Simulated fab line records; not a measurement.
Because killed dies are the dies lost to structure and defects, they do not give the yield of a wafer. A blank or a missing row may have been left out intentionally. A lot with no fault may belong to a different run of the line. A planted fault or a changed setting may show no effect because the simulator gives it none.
Which tool is to blame?    flow n5-finfet    24 lots with 72 wafers sampled at 3 steps, on a route of 1938 steps

== WHAT EACH GAUGE READ, for each wafer ==
N5_BEOL_M11_OVL_MEAS_29. Usual: V10_OVL -0.1 nm, standard deviation 0.75.
lot   measured      on          V10_OVL (nm)    flag
L074  day 10 09:45  overlay-02  -0.3 -0.4 0.5   
L076  day 11 07:00  overlay-02  0.3 0.1 -0.4    
L077  day 11 07:10  overlay-01  -0.9 -0.1 -1.5  
L075  day 11 16:58  overlay-02  0.0 0.5 0.0     
L078  day 12 00:53  overlay-01  -0.3 0.5 -0.6   
L080  day 12 21:37  overlay-01  -0.4 -0.2 0.1   
L082  day 13 04:29  overlay-01  -0.1 -0.7 0.4   
L079  day 13 04:31  overlay-01  1.1 0.4 -0.4    
L081  day 13 04:34  overlay-02  0.5 -0.8 0.1    
L083  day 13 06:47  overlay-02  1.6 0.8 1.6     
L085  day 14 03:45  overlay-01  0.6 0.2 0.3     
L084  day 14 06:35  overlay-02  0.1 -1.0 -0.1   
L087  day 14 11:09  overlay-02  -0.9 -0.7 -0.3  
L088  day 14 11:19  overlay-01  0.5 1.2 0.8     
L086  day 14 14:40  overlay-02  0.5 1.0 -0.1    
L089  day 14 14:50  overlay-01  -0.3 0.5 0.7    
L090  day 14 20:47  overlay-01  -0.3 -0.8 0.1   
L091  day 15 05:19  overlay-02  0.4 0.3 0.5     
L092  day 15 13:08  overlay-01  -1.0 -1.4 -1.9  
L093  day 16 04:25  overlay-01  0.2 -0.8 -0.5   
L095  day 16 16:17  overlay-02  0.0 -1.0 1.0    
L094  day 16 21:32  overlay-01  0.5 1.3 0.3     
L096  day 17 00:49  overlay-02  -0.7 -1.2 0.7   
L097  day 17 17:19  overlay-01  -0.5 -1.3 -0.5  

N5_BEOL_M12_CD_MEAS_17: target cd 140 nm. Usual: 140.6 nm for cd-nm, sd 1.9.
lot   measured      on         cd-nm (nm)         flag
L074  day 10 15:44  cd-sem-03  143.2 144.2 142.1  
L076  day 11 12:42  cd-sem-01  141.4 139.9 138.3  
L077  day 11 12:47  cd-sem-02  138.9 142.1 141.4  
L075  day 11 21:32  cd-sem-03  142.0 138.6 136.8  
L078  day 12 06:51  cd-sem-03  144.4 141.6 144.2  
L080  day 13 01:56  cd-sem-02  143.0 139.9 142.2  
L082  day 13 08:32  cd-sem-01  140.9 139.5 137.7  
L079  day 13 09:49  cd-sem-03  142.0 136.4 139.8  
L081  day 13 12:03  cd-sem-01  139.6 139.5 141.8  
L083  day 13 12:10  cd-sem-03  142.2 140.9 137.7  
L085  day 14 09:05  cd-sem-03  136.9 139.8 140.5  
L084  day 14 11:05  cd-sem-03  141.6 142.4 141.8  
L087  day 14 15:22  cd-sem-01  141.7 142.3 141.9  
L088  day 14 15:58  cd-sem-01  141.1 141.0 139.3  
L086  day 14 18:41  cd-sem-03  139.5 138.6 142.0  
L089  day 14 19:14  cd-sem-02  140.7 141.8 137.1  
L090  day 15 01:20  cd-sem-01  136.2 137.7 139.3  
L091  day 15 09:50  cd-sem-02  138.2 138.9 138.7  
L092  day 15 18:02  cd-sem-02  142.1 143.4 142.2  
L093  day 16 09:11  cd-sem-03  143.3 141.7 143.0  
L095  day 17 00:47  cd-sem-02  140.4 140.1 139.3  
L094  day 17 01:42  cd-sem-02  138.8 141.5 142.6  
L096  day 17 06:48  cd-sem-02  139.8 140.0 139.1  
L097  day 17 22:01  cd-sem-03  139.5 142.4 144.0  

== TOOL THAT RAN EACH LOT (tool first, then ch and the chambers of the sampled wafers, then the start) ==
lot   N5_BEOL_M12_ILD_DEP_00
L074  pecvd-03 ch 1,2, day 10 14:44
L076  pecvd-01 ch 0,1,2, day 11 11:31
L077  pecvd-02 ch 0,1, day 11 11:40
L075  pecvd-02 ch 1,2, day 11 20:24
L078  pecvd-02 ch 0,1, day 12 05:32
L080  pecvd-03 ch 0,2, day 13 00:56
L082  pecvd-03 ch 0,2, day 13 07:31
L079  pecvd-02 ch 0,2, day 13 08:46
L081  pecvd-02 ch 0,2, day 13 10:03
L083  pecvd-02 ch 0,2, day 13 10:50
L085  pecvd-02 ch 0,2, day 14 08:04
L084  pecvd-01 ch 0,1,2, day 14 09:36
L087  pecvd-02 ch 0,1, day 14 14:20
L088  pecvd-03 ch 0,1, day 14 14:37
L086  pecvd-03 ch 0,1, day 14 17:37
L089  pecvd-02 ch 0,2, day 14 18:05
L090  pecvd-03 ch 0,2, day 15 00:11
L091  pecvd-01 ch 1,2, day 15 08:42
L092  pecvd-02 ch 0,2, day 15 16:53
L093  pecvd-01 ch 0,2, day 16 07:23
L095  pecvd-01 ch 1,2, day 16 23:35
L094  pecvd-02 ch 0,2, day 17 00:28
L096  pecvd-01 ch 1,2, day 17 05:41
L097  pecvd-03 ch 0,1, day 17 20:52
- N5_BEOL_M12_ILD_DEP_00: deposits SiOC from DEMS/O2, target thk 658.92 nm, time 130.7 s.

== AS READ BY THE TOOLS THEMSELVES (means over the sampled wafers that have a number; for cases with no such wafer, the mark the record gives instead) ==
N5_BEOL_M12_ILD_DEP_00. Usual: chamber-pressure-Torr 5.001 Torr, standard deviation 0.011; heater-power-w 459 W, standard deviation 42; showerhead-plenum-p-Torr 5.694 Torr, standard deviation 0.013; susceptor-temp-C 350.03 C, standard deviation 0.21; throttle-valve-pct 11.7 %, standard deviation 0.57.
lot   tool      chamber-pressure-Torr (Torr)  heater-power-w (W)  showerhead-plenum-p-Torr (Torr)  susceptor-temp-C (C)  throttle-valve-pct (%)  flag
L074  pecvd-03  5.005                         435                 5.707                            349.91                11.3                    
L076  pecvd-01  4.996                         498                 5.703                            350.25                12.3                    
L077  pecvd-02  5.006                         498                 5.688                            350.24                11.6                    
L075  pecvd-02  5.001                         467                 5.685                            349.75                11.4                    
L078  pecvd-02  4.991                         465                 5.686                            349.88                11.6                    
L080  pecvd-03  4.990                         461                 5.696                            350.02                11.3                    
L082  pecvd-03  5.009                         457                 5.695                            349.77                11.5                    
L079  pecvd-02  5.005                         428                 5.691                            349.90                11.5                    
L081  pecvd-02  5.012                         428                 5.683                            350.03                11.5                    
L083  pecvd-02  5.004                         458                 5.691                            350.08                11.4                    
L085  pecvd-02  5.003                         467                 5.691                            350.03                11.3                    
L084  pecvd-01  5.004                         505                 5.696                            349.98                12.3                    
L087  pecvd-02  5.017                         458                 5.685                            349.85                11.7                    
L088  pecvd-03  5.001                         476                 5.695                            350.39                12.2                    
L086  pecvd-03  5.013                         457                 5.708                            349.89                11.9                    
L089  pecvd-02  5.004                         469                 5.686                            350.20                11.4                    
L090  pecvd-03  5.007                         495                 5.691                            349.85                11.7                    
L091  pecvd-01  5.000                         437                 5.689                            350.09                12.5                    
L092  pecvd-02  4.994                         436                 5.704                            350.21                11.4                    
L093  pecvd-01  5.007                         493                 5.710                            350.11                11.9                    
L095  pecvd-01  4.996                         452                 5.693                            349.91                12.6                    
L094  pecvd-02  5.017                         441                 5.682                            350.11                11.5                    
L096  pecvd-01  4.991                         470                 5.697                            350.08                12.6                    
L097  pecvd-03  4.997                         438                 5.702                            349.98                11.7                    

== THE ANSWER, worked out from the rows above alone ==
Rule: a lot is off if the mean of its wafers that have a number lies more than 3 standard deviations from the usual mean. Also off: a lot with no number at a reading for which 4 or more lots have one. Any other lot the step has rows for is counted as sound. After the gauges, taken in route order, come the tools' own readings; for these a lot's mean is taken, as printed above. The first step at which some lot is off is used, and at that step the reading that is off furthest; a lot without a number counts as furthest.
Across all readings shown, no lot is off: no conclusion can be drawn from this.

== WHAT WAS PUT IN BY THE SIMULATOR ==
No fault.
